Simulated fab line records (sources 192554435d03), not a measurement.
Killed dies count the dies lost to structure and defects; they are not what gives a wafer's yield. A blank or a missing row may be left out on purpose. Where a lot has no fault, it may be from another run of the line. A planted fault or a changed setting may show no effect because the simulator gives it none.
What tool caused it? / flow n5Finfet / Sampling: 12 lots, 36 wafers, 3 of 1938 route steps

WHAT THE GAUGES READ, wafer by wafer
N5_MIM_BOT_LITHO_OVL_MEAS_11. Usual: MIM_BOT_OVL -1 nm, standard deviation 4.9.
lot=L998; measured=day 12 20:47; on=overlay-02; MIM_BOT_OVL (nm)=0 1 -2; flag=
lot=L999; measured=day 12 20:57; on=overlay-01; MIM_BOT_OVL (nm)=-1 2 -4; flag=
lot=L101; measured=day 13 23:27; on=overlay-02; MIM_BOT_OVL (nm)=-3 7 10; flag=
lot=L102; measured=day 13 17:52; on=overlay-01; MIM_BOT_OVL (nm)=-1 -6 2; flag=
lot=L105; measured=day 15 01:46; on=overlay-01; MIM_BOT_OVL (nm)=1 3 8; flag=
lot=L106; measured=day 15 11:58; on=overlay-02; MIM_BOT_OVL (nm)=2 0 0; flag=
lot=L107; measured=day 16 09:56; on=overlay-01; MIM_BOT_OVL (nm)=3 1 -1; flag=
lot=L108; measured=day 17 03:29; on=overlay-02; MIM_BOT_OVL (nm)=-1 -6 -4; flag=
lot=L110; measured=day 17 11:38; on=overlay-01; MIM_BOT_OVL (nm)=4 2 7; flag=
lot=L116; measured=day 18 03:25; on=overlay-02; MIM_BOT_OVL (nm)=9 4 3; flag=
lot=L118; measured=day 18 07:29; on=overlay-02; MIM_BOT_OVL (nm)=2 7 7; flag=
lot=L119; measured=day 19 10:25; on=overlay-02; MIM_BOT_OVL (nm)=-6 2 2; flag=

N5_PASSIVATION_OVL_MEAS_66. Usual: PASS_OPEN_OVL -1 nm, standard deviation 6.
lot=L998; measured=day 13 02:47; on=overlay-02; PASS_OPEN_OVL (nm)=7 -1 -3; flag=
lot=L999; measured=day 13 02:55; on=overlay-01; PASS_OPEN_OVL (nm)=1 6 -7; flag=
lot=L101; measured=day 14 07:29; on=overlay-01; PASS_OPEN_OVL (nm)=-9 -8 -10; flag=
lot=L102; measured=day 14 00:33; on=overlay-02; PASS_OPEN_OVL (nm)=-9 2 -1; flag=
lot=L105; measured=day 15 06:56; on=overlay-02; PASS_OPEN_OVL (nm)=-3 -1 -4; flag=
lot=L106; measured=day 15 17:31; on=overlay-02; PASS_OPEN_OVL (nm)=1 1 5; flag=
lot=L107; measured=day 16 14:58; on=overlay-01; PASS_OPEN_OVL (nm)=-2 -4 0; flag=
lot=L108; measured=day 17 10:01; on=overlay-01; PASS_OPEN_OVL (nm)=-2 -2 7; flag=
lot=L110; measured=day 17 17:18; on=overlay-01; PASS_OPEN_OVL (nm)=-14 -8 -6; flag=
lot=L116; measured=day 18 10:58; on=overlay-01; PASS_OPEN_OVL (nm)=8 1 9; flag=
lot=L118; measured=day 18 13:02; on=overlay-01; PASS_OPEN_OVL (nm)=6 8 4; flag=
lot=L119; measured=day 19 15:10; on=overlay-01; PASS_OPEN_OVL (nm)=-4 4 -2; flag=

TOOL THAT RAN EACH LOT (tool first, then ch and the chambers of the sampled wafers, then the start)
lot=L998; N5_MOL_CONTACT_COAG_ETCH_67=rieDiel-06 ch 0,2,3, day 5 03:55
lot=L999; N5_MOL_CONTACT_COAG_ETCH_67=rieDiel-04 ch 2,3, day 5 11:53
lot=L101; N5_MOL_CONTACT_COAG_ETCH_67=rieDiel-04 ch 1,2,3, day 5 22:43
lot=L102; N5_MOL_CONTACT_COAG_ETCH_67=rieDiel-01 ch 1,3, day 6 05:52
lot=L105; N5_MOL_CONTACT_COAG_ETCH_67=rieDiel-04 ch 1,2, day 6 22:40
lot=L106; N5_MOL_CONTACT_COAG_ETCH_67=rieDiel-06 ch 1,2, day 7 08:41
lot=L107; N5_MOL_CONTACT_COAG_ETCH_67=rieDiel-04 ch 0,1,3, day 7 11:43
lot=L108; N5_MOL_CONTACT_COAG_ETCH_67=rieDiel-04 ch 0,1,2, day 7 23:54
lot=L110; N5_MOL_CONTACT_COAG_ETCH_67=rieDiel-04 ch 1,2,3, day 8 08:47
lot=L116; N5_MOL_CONTACT_COAG_ETCH_67=rieDiel-06 ch 0,1, day 9 16:40
lot=L118; N5_MOL_CONTACT_COAG_ETCH_67=rieDiel-06 ch 0,3, day 10 03:46
lot=L119; N5_MOL_CONTACT_COAG_ETCH_67=rieDiel-06 ch 3, day 10 09:03
- N5_MOL_CONTACT_COAG_ETCH_67: etches SOC in N2/H2, target depth 60 nm, overetch 21 nm, time 101.2 s.

WHAT THE TOOLS THEMSELVES READ (means of the sampled wafers that have a number; where no wafer has one, the mark that the record gives instead)
N5_MOL_CONTACT_COAG_ETCH_67. Usual: chamberPressureMTorr 30.002 mTorr, standard deviation 0.027; drypumpMotorCurrentA 5.6 A, standard deviation 0.39; h2FlowSccm 200.0 sccm, standard deviation 0.6; oesProductAu 0.67 a.u., standard deviation 0.08; rfVppV 525.3 V, standard deviation 2.4; showerheadPlenumPTorr 2.59 Torr, standard deviation 0.078; tempC 39.99 C, standard deviation 0.11; throttleValvePct 17.6 %, standard deviation 0.31.
lot=L998; tool=rieDiel-06; chamberPressureMTorr (mTorr)=29.990; drypumpMotorCurrentA (A)=5.3; h2FlowSccm (sccm)=199.6; oesProductAu (a.u.)=0.60; rfVppV (V)=523.8; showerheadPlenumPTorr (Torr)=2.55; tempC (C)=39.97; throttleValvePct (%)=17.6; flag=
lot=L999; tool=rieDiel-04; chamberPressureMTorr (mTorr)=29.991; drypumpMotorCurrentA (A)=5.8; h2FlowSccm (sccm)=200.0; oesProductAu (a.u.)=0.61; rfVppV (V)=524.0; showerheadPlenumPTorr (Torr)=2.54; tempC (C)=39.95; throttleValvePct (%)=17.8; flag=
lot=L101; tool=rieDiel-04; chamberPressureMTorr (mTorr)=30.025; drypumpMotorCurrentA (A)=5.9; h2FlowSccm (sccm)=199.1; oesProductAu (a.u.)=0.61; rfVppV (V)=524.8; showerheadPlenumPTorr (Torr)=2.58; tempC (C)=39.92; throttleValvePct (%)=17.9; flag=
lot=L102; tool=rieDiel-01; chamberPressureMTorr (mTorr)=29.992; drypumpMotorCurrentA (A)=5.3; h2FlowSccm (sccm)=199.9; oesProductAu (a.u.)=0.67; rfVppV (V)=526.5; showerheadPlenumPTorr (Torr)=2.61; tempC (C)=40.08; throttleValvePct (%)=17.8; flag=
lot=L105; tool=rieDiel-04; chamberPressureMTorr (mTorr)=30.014; drypumpMotorCurrentA (A)=6.0; h2FlowSccm (sccm)=200.2; oesProductAu (a.u.)=0.62; rfVppV (V)=525.5; showerheadPlenumPTorr (Torr)=2.55; tempC (C)=40.05; throttleValvePct (%)=18.0; flag=
lot=L106; tool=rieDiel-06; chamberPressureMTorr (mTorr)=30.009; drypumpMotorCurrentA (A)=5.6; h2FlowSccm (sccm)=199.7; oesProductAu (a.u.)=0.65; rfVppV (V)=525.5; showerheadPlenumPTorr (Torr)=2.59; tempC (C)=39.95; throttleValvePct (%)=17.8; flag=
lot=L107; tool=rieDiel-04; chamberPressureMTorr (mTorr)=29.989; drypumpMotorCurrentA (A)=5.9; h2FlowSccm (sccm)=200.1; oesProductAu (a.u.)=0.74; rfVppV (V)=524.9; showerheadPlenumPTorr (Torr)=2.61; tempC (C)=39.98; throttleValvePct (%)=17.5; flag=
lot=L108; tool=rieDiel-04; chamberPressureMTorr (mTorr)=29.998; drypumpMotorCurrentA (A)=6.1; h2FlowSccm (sccm)=199.8; oesProductAu (a.u.)=0.67; rfVppV (V)=524.9; showerheadPlenumPTorr (Torr)=2.58; tempC (C)=39.92; throttleValvePct (%)=17.8; flag=
lot=L110; tool=rieDiel-04; chamberPressureMTorr (mTorr)=30.011; drypumpMotorCurrentA (A)=5.9; h2FlowSccm (sccm)=200.2; oesProductAu (a.u.)=0.66; rfVppV (V)=524.7; showerheadPlenumPTorr (Torr)=2.57; tempC (C)=40.10; throttleValvePct (%)=17.7; flag=
lot=L116; tool=rieDiel-06; chamberPressureMTorr (mTorr)=30.024; drypumpMotorCurrentA (A)=5.3; h2FlowSccm (sccm)=200.0; oesProductAu (a.u.)=0.74; rfVppV (V)=524.2; showerheadPlenumPTorr (Torr)=2.57; tempC (C)=40.00; throttleValvePct (%)=17.3; flag=
lot=L118; tool=rieDiel-06; chamberPressureMTorr (mTorr)=29.987; drypumpMotorCurrentA (A)=5.1; h2FlowSccm (sccm)=199.9; oesProductAu (a.u.)=0.71; rfVppV (V)=523.4; showerheadPlenumPTorr (Torr)=2.51; tempC (C)=40.04; throttleValvePct (%)=17.2; flag=
lot=L119; tool=rieDiel-06; chamberPressureMTorr (mTorr)=30.006; drypumpMotorCurrentA (A)=4.9; h2FlowSccm (sccm)=200.3; oesProductAu (a.u.)=0.58; rfVppV (V)=520.3; showerheadPlenumPTorr (Torr)=2.40; tempC (C)=39.89; throttleValvePct (%)=17.7; flag=

THE ANSWER, worked out from the rows above alone
Rule: a lot is off if the mean of its wafers that have a number lies more than 3 standard deviations from the usual mean. A lot without any number at a reading at which 4 lots or more have one is off too. Where the step has rows for the other lots, those lots are counted as sound. The gauges are gone through in route order, then the tools' own readings, and for those a lot's mean is taken as printed above. The first step at which some lot is off is used, and at that step the reading that is off furthest; a lot without a number counts as furthest.
No lot is off at any reading shown: from this, nothing can be told.

WHAT THE SIMULATOR HAD INSERTED
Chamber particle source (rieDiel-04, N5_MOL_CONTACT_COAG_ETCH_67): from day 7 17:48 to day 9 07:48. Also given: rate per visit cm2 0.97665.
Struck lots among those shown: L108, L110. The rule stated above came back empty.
